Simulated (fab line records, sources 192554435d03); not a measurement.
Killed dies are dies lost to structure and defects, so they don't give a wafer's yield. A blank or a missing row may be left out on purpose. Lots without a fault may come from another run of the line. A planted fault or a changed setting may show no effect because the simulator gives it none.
Chamber matching | flow n5_finfet | N5_GATE_CUT_PECVD_57 on pecvd-03: 3 sister chambers
The step deposits SiNx from SiH4/NH3/N2, target thk 21 nm. 16 wafers are shown with their chamber, then 8 later ones without.

WAFERS WITH THEIR CHAMBER
wafer  | chamber | throttle_valve_pct (%) | heater_power_w (W) | showerhead_plenum_p_Torr (Torr)
L075.1 | 0       | 44.4                   | 728                | 5.19
L075.2 | 1       | 39.4                   | 856                | 5.21
L075.3 | 2       | 39.2                   | 582                | 5.21
L078.1 | 1       | 39.9                   | 855                | 5.20
L078.2 | 0       | 44.4                   | 746                | 5.18
L078.5 | 1       | 39.3                   | 873                | 5.20
L082.3 | 0       | 44.5                   | 745                | 5.19
L082.4 | 2       | 39.3                   | 628                | 5.21
L082.5 | 1       | 40.1                   | 825                | 5.20
L084.2 | 2       | 39.3                   | 679                | 5.22
L084.5 | 2       | 39.5                   | 698                | 5.21
L084.6 | 0       | 44.3                   | 739                | 5.18
L085.3 | 0       | 44.4                   | 676                | 5.19
L085.4 | 0       | 44.6                   | 667                | 5.17
L085.6 | 1       | 39.6                   | 846                | 5.20
L086.1 | 0       | 44.6                   | 683                | 5.19

SIGNATURES (means of the wafers above)
reading                  | chamber 0 | chamber 1 | chamber 2 | scatter within a chamber
throttle_valve_pct       | 44.457    | 39.660    | 39.325    | 0.211
heater_power_w           | 712.00    | 851.00    | 646.75    | 36
showerhead_plenum_p_Torr | 5.1843    | 5.2020    | 5.2125    | 0.00636
Rule: a wafer's distance from a chamber is the root of the sum, over the readings, of the square of ((its reading less the chamber's mean) divided by the reading's scatter). The wafer belongs to the nearest chamber; if the next one is less than 2 further off, it can't be placed. The scatter: the root of (the sum of the squares of (reading less its chamber's mean) over the shown wafers, divided by (wafers less chambers)).

WAFERS WITHOUT THEIR CHAMBER
wafer  | throttle_valve_pct (%) | heater_power_w (W) | showerhead_plenum_p_Torr (Torr)
L086.3 | 39.3                   | 758                | 5.21
L086.5 | 39.9                   | 776                | 5.20
L088.1 | 39.5                   | 890                | 5.20
L088.2 | 39.6                   | 675                | 5.21
L088.4 | 39.6                   | 861                | 5.23
L093.2 | 44.1                   | 738                | 5.18
L093.3 | 39.7                   | 843                | 5.21
L093.4 | 39.5                   | 612                | 5.23

WHICH CHAMBER EACH WENT THROUGH
wafer  | from the rows above     | in truth
L086.3 | can't be placed: 2 or 1 | 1
L086.5 | 1                       | 1
L088.1 | 1                       | 1
L088.2 | 2                       | 2
L088.4 | 1                       | 1
L093.2 | 0                       | 0
L093.3 | 1                       | 1
L093.4 | 2                       | 2
Placed correctly: 7 of 8. Can't be placed from these rows: 1 (the true chamber is among the candidates in 1). Placed wrongly: 0.
